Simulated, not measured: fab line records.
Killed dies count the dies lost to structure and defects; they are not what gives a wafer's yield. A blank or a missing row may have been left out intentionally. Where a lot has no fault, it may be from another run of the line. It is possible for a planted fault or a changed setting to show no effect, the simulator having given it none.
A struck lot beside a sound one / flow nand harc / 44 steps out of a route of 1159
Sound: the wafers L267.1, L267.2, L267.3. Struck: wafers L282.1, L282.5, L282.6. The cause is named last.
Per side, at each step with rows, come the tool, then ch with its chambers, and then its first start. Under that, the readings that differ: sound wafers / struck wafers / difference of the means / sigmas: that difference in standard deviations of wafers without a fault.
alike: same words and numbers on both sides, and readings whose means sit less than 2 such deviations apart. not compared: any withheld reading, any reading some wafer has no value for, any bound like >300 that may hide the same value, and any number with overlapping values for which the record gives no deviation.
The two part at a step that has a row with sigmas, a row that says differs or no value, or rows on one side only. Numbers that don't overlap but have no deviation are shown without sigmas and don't part them. A reading missing from all wafers of one side parts the sides only when that side holds two or more wafers.

first, 2 steps without rows for these wafers: NHARC_P_STI_PRECLEAN_32 (cleans in SC1); NHARC_P_STI_SRD_23.
NHARC_P_STI_OCD_MEAS_43:
  sound on ocd-01, day 3 18:23; struck on ocd-01, day 7 12:17
  alike: trench depth nm, trench foot cd nm
then, 3 steps without rows for these wafers: NHARC_P_STI_OXIDE_33 (material SiO2, target thk 10 nm, ox time 281 s); NHARC_P_STI_HDPCVD_20 (deposits SiO2); NHARC_P_STI_ANNEAL_34 (time 1800 s).
NHARC_P_STI_CMP_21: polishes, t overpolish 20 s, target thk 380.67 nm.
  sound on cmp-02 ch 0,2,3, day 4 14:37; struck on cmp-02 ch 1,2, day 8 07:24
  alike: motor current A, overpolish run s
then, 4 steps without rows for these wafers: NHARC_P_STI_SRD_35; NHARC_P_STI_ETCH_36 (etches SiO2 in dHF, target depth 38.8 nm); NHARC_P_STI_STRIP_24 (strips Si3N4 in H3PO4); NHARC_P_STI_ETCH_37 (etches SiO2 in dHF, target depth 11 nm).
NHARC_P_STI_PRECLEAN_38: cleans in SC1.
  sound on wet bench-04 ch 0,4,7, day 4 15:02; struck on wet bench-04 ch 0,3,6, day 8 07:50
  alike: bath guard temp C, h2o2 flow mL min
then, 2 steps without rows for these wafers: NHARC_P_STI_SRD_39; NHARC_P_STI_OXIDE_40 (material SiO2, target thk 10 nm, ox time 1362 s).
NHARC_P_STI_INSPECT_25:
  sound on defect inspect-01, day 5 01:45; struck on defect inspect-02, day 8 17:46
reading=raw defect count; sound=111 120 323; struck=559 523 691; difference=+406; sigmas=+5
then, 12 steps without rows for these wafers: NHARC_P_GATE_ETCH_69 (etches SiO2 in dHF, target depth 14 nm); NHARC_P_GATE_PRECLEAN_70 (cleans in SC1); NHARC_P_GATE_SRD_01; NHARC_P_GATE_OXIDE_02 (material SiO2, target thk 37.5 nm, ox time 365 s); NHARC_P_GATE_DEHYDRATE_03 (time 120 s); NHARC_P_GATE_HMDS_04 (time 30 s); NHARC_P_GATE_COAT_05; NHARC_P_GATE_SOFTBAKE_06 (time 95 s); NHARC_P_GATE_EBR_07; NHARC_P_GATE_EXPOSE_08 (exposes mask P HV); NHARC_P_GATE_PEB_09 (peb time 85 s); NHARC_P_GATE_DEVELOP_10 (time 70 s).
NHARC_P_GATE_CD_MEAS_11: target cd 1640 nm.
  sound on cd sem-02 ch 0, day 5 10:40; struck on cd sem-02 ch 0, day 9 02:02
  alike: cd nm
then, 1 step without rows for these wafers: NHARC_P_GATE_HARDBAKE_12 (time 80 s).
NHARC_P_GATE_DESCUM_13: chemistry O2, time 3 s.
  sound on rie diel-12 ch 1,2,3, day 5 10:50; struck on rie diel-13 ch 0,3, day 9 02:13
reading=oes product au (a.u.); sound=0.998 0.992 0.989; struck=1.037 1.039 1.015; difference=+0.037; sigmas=+2
  alike: drypump motor current A, rf vpp V, showerhead plenum p Torr, throttle valve pct
  not compared: rf hours counter h
then, 6 steps without rows for these wafers: NHARC_P_GATE_ETCH_14 (etches SiO2 in dHF, target depth 48.8 nm); NHARC_P_GATE_STRIP_15 (strips in SPM, time 780 s); NHARC_P_GATE_PRECLEAN_71 (cleans in SC1); NHARC_P_GATE_SRD_72; NHARC_P_GATE_OXIDE_16 (material SiO2, target thk 3 nm, ox time 392 s); NHARC_P_GATE_CVD_17 (deposits poly-Si, target thk 150 nm, time 900 s).
NHARC_P_GATE_HM_DEP_102: deposits aC, target thk 120 nm.
  sound on acl dep-03 ch 0, day 6 01:21; struck on acl dep-02 ch 0, day 9 16:29
  alike: throttle valve pct
NHARC_P_GATE_DEP_103: deposits SiON, target thk 30 nm.
  sound on pecvd-01 ch 0,1,2, day 6 02:25; struck on pecvd-04 ch 0,1, day 9 17:13
  alike: heater power w
then, 3 steps without rows for these wafers: NHARC_P_GATE_DEHYDRATE_18 (time 120 s); NHARC_P_GATE_HMDS_19 (time 30 s); NHARC_P_GATE_COAT_20 (resist thk 90 nm).
NHARC_P_GATE_INSPECT_28:
  sound on defect inspect-01, day 6 03:13; struck on defect inspect-02, day 9 17:58
reading=raw defect count; sound=5 4 5; struck=441 437 449; difference=+438; sigmas=+99 or more
NHARC_P_GATE_INSPECT_68:
  sound on defect inspect-01, day 6 21:53; struck on defect inspect-01, day 10 14:53
reading=raw defect count; sound=118 126 279; struck=549 532 625; difference=+394; sigmas=+5
-- break in the record here, with 14 days between the starts of the struck wafers on either side (left off in module P_GATE, picked up again in module END, where the first step shown is number 1159 on the route) --
NHARC_END_SORT_01:
  here the record holds rows for the struck wafers (prober-01 ch 0, day 24 18:49) but none for the sound ones

## WHERE THEY PART
First at NHARC_P_STI_INSPECT_25; last, within this record, at NHARC_END_SORT_01.

WHY: what the simulator had put in
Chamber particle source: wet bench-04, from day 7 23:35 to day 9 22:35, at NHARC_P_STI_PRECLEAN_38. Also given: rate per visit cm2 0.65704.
